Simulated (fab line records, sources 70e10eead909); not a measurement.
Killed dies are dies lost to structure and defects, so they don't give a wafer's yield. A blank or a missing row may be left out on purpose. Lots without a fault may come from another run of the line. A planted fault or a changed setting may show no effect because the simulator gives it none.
Which tool did it? | flow nand_harc | 6 lots, 18 wafers sampled, at 6 steps of a route of 1159

WHAT THE GAUGES READ, wafer by wafer
NHARC_END_SORT_01.
lot  | measured     | on        | defect_limited_yield (%)
L812 | day 22 02:30 | prober-02 | 96.2 94.5 95.1

WHICH TOOL RAN EACH LOT (tool, then ch and the chambers of the sampled wafers, then the start)
lot  | NHARC_P_M2_ETCH_35                 | NHARC_P_M2_PRE_CLEAN_30                 | NHARC_P_M2_ECD_22              | NHARC_P_M2_CMP_23             | NHARC_P_BONDPAD_CMP_32
L803 | rie_diel-13 ch 0,3, day 6 20:35    | pvd_sputter-03, day 6 21:59 or earlier  | ecd_cu-02 ch 0,1, day 6 21:59  | cmp-04 ch 0,1,2, day 6 22:40  | cmp-02 ch 0,1,2, day 7 00:09
L804 | rie_diel-13 ch 1,2,3, day 7 04:26  | pvd_sputter-01, day 7 05:51 or earlier  | ecd_cu-01 ch 0,1, day 7 05:51  | cmp-02 ch 0,2, day 7 06:30    | cmp-02 ch 0,1,2, day 7 07:59
L808 | rie_diel-13 ch 2,3, day 7 21:56    | pvd_sputter-03, day 7 23:18 or earlier  | ecd_cu-02 ch 0,1, day 7 23:18  | cmp-03 ch 2,3, day 7 23:59    | cmp-01 ch 1,2, day 8 01:35
L812 | rie_diel-13 ch 0,1,3, day 9 14:08  | pvd_sputter-03, day 9 15:31 or earlier  | ecd_cu-02 ch 0,1, day 9 15:31  | cmp-04 ch 1,2,3, day 9 16:16  | cmp-04 ch 0,1,2, day 9 17:51
L816 | rie_diel-04 ch 0,2,3, day 10 04:21 | pvd_sputter-01, day 10 05:39 or earlier | ecd_cu-02 ch 0, day 10 05:39   | cmp-04 ch 1,3, day 10 06:31   | cmp-01 ch 0,2,3, day 10 07:59
L822 | rie_diel-07 ch 1,2,3, day 11 19:37 | pvd_sputter-02, day 11 21:03 or earlier | ecd_cu-02 ch 0,1, day 11 21:03 | cmp-02 ch 0,2,3, day 11 21:52 | cmp-04 ch 0,1,3, day 11 23:16
- NHARC_P_M2_ETCH_35: etches the open film in N2/H2, target depth 40 nm, overetch 12 nm, time 43.94 s.
- NHARC_P_M2_PRE_CLEAN_30: time 30 s.
- NHARC_P_M2_ECD_22: material Cu, target thk 400 nm.
- NHARC_P_M2_CMP_23: polishes, t overpolish 20 s, target thk 144.3 nm.
- NHARC_P_BONDPAD_CMP_32: polishes SiCN, target thk 200 nm.

THE ANSWER, worked out from the rows above alone
Rule: what is usual is taken from the lots themselves. Put in order of their means at a reading, lots are off if they are a third of the lots or fewer, leave a main group of 4 or more, and stand apart from it by a gap of 3 or more times the standard deviation of the main group's means; of several such gaps the widest counts. A main group whose means are all the same, to the digits that the tables above print for the reading, isn't used. A lot without any number at a reading at which 4 lots or more have one is off too. The other lots that the step has rows for count as sound.
No lot is off at any reading shown: from this, nothing can be told.

WHAT THE SIMULATOR HAD PUT IN
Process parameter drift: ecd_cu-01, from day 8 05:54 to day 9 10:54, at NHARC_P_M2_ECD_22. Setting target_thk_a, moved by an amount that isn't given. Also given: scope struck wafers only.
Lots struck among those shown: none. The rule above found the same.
